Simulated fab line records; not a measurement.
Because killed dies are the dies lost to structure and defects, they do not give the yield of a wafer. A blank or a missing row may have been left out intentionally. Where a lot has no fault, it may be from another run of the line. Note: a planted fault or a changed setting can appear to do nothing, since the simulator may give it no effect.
Comparing a struck lot with a sound one -- flow nand_harc -- 14 out of 1159 route steps
Sound: wafers L732.1, L732.2, L732.3. Struck: wafers L740.1, L740.3, L740.6. The cause is named last.
At each step with rows: each side's tool, then ch and its chambers, then its first start. Under that, the readings that differ: sound wafers -- struck wafers -- difference of the means -- sigmas: that difference in standard deviations of wafers without a fault.
alike: same words and numbers on both sides, and readings whose means sit less than 2 such deviations apart. not compared: any withheld reading, any reading some wafer has no value for, any bound like >300 that may hide the same value, and any number with overlapping values for which the record gives no deviation.
A row with sigmas, a row that says differs or no value, or rows on one side alone: a step with any of these is where the two part. Non-overlapping numbers with no deviation appear without sigmas and do not part them. A reading that every wafer of one side lacks parts them only if that side has two wafers or more.

first, 6 steps without rows for these wafers: NHARC_A_STAIRCASE_SOFTBAKE_212 (time 170 s); NHARC_A_STAIRCASE_EBR_213; NHARC_A_STAIRCASE_EXPOSE_214 (exposes mask STAIR 3); NHARC_A_STAIRCASE_PEB_215 (peb time 130 s); NHARC_A_STAIRCASE_DEVELOP_216 (time 140 s); NHARC_A_STAIRCASE_HARDBAKE_218 (time 140 s).
NHARC_A_STAIRCASE_DESCUM_219: chemistry O2, time 3 s.
  sound on rie_diel-01 ch 0,1,3, day 13 04:26; struck on rie_diel-13 ch 2,3, day 14 19:04
  alike: drypump_motor_current_A, oes_product_au, rf_vpp_V, showerhead_plenum_p_Torr, throttle_valve_pct
  not compared: rf_hours_counter_h
then, 1 step without rows for these wafers: NHARC_A_STAIRCASE_TRIM_220 (chemistry O2, time 211.2 s).
NHARC_A_STAIRCASE_ETCH_221: etches the open film in C4F8/O2, target depth 100 nm, time 40.5 s.
  sound on rie_diel-01 ch 0,1,3; struck on rie_diel-13 ch 2,3
  alike: oes_product_au, rf_vpp_V
  not compared: rf_hours_counter_h
NHARC_A_STAIRCASE_TRIM_222: chemistry O2, time 211.2 s.
  sound on rie_diel-01 ch 0,1,3; struck on rie_diel-13 ch 0,1,3
  alike: drypump_motor_current_A, oes_product_au, rf_vpp_V, showerhead_plenum_p_Torr, throttle_valve_pct
  not compared: rf_hours_counter_h
NHARC_A_STAIRCASE_ETCH_223: etches the open film in C4F8/O2, target depth 100 nm, time 40.5 s.
  sound on rie_diel-01 ch 0,1,3; struck on rie_diel-13 ch 0,3
  alike: oes_product_au, rf_vpp_V
  not compared: rf_hours_counter_h
NHARC_A_STAIRCASE_TRIM_224: chemistry O2, time 211.2 s.
  sound on rie_diel-01 ch 0,1,3, day 13 05:04; struck on rie_diel-13 ch 0,1,2, day 14 19:40
reading,sound,struck,difference,sigmas
oes_product_au (a.u.),1.002 0.981 1.003,0.817 0.810 0.822,-0.179,-13
  alike: drypump_motor_current_A, rf_vpp_V, showerhead_plenum_p_Torr, throttle_valve_pct
  not compared: rf_hours_counter_h
NHARC_A_STAIRCASE_ETCH_225: etches the open film in C4F8/O2, target depth 100 nm, time 40.5 s.
  sound on rie_diel-01 ch 0,1,3; struck on rie_diel-13 ch 1,2
  alike: oes_product_au, rf_vpp_V
  not compared: rf_hours_counter_h
-- jump in the record: it breaks off in module A_STAIRCASE and resumes in module END (first step shown: number 1159 of the route), and 8 days separate the struck wafers' starts before and after --
NHARC_END_SORT_01:
  sound on prober-01 ch 0, day 21 08:31; struck on prober-02 ch 0, day 22 12:56
  alike: killed_at_array, killed_at_other, killed_at_periphery, killed_dies, killed_open, killed_short

== WHERE THEY PART ==
Only at NHARC_A_STAIRCASE_TRIM_224, as far as this record shows. Later steps at which nothing parts them and some readings are alike: NHARC_A_STAIRCASE_ETCH_225, NHARC_END_SORT_01.

WHY: what had been put in by the simulator
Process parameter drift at NHARC_A_STAIRCASE_TRIM_224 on rie_diel-13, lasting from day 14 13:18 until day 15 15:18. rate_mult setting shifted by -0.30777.
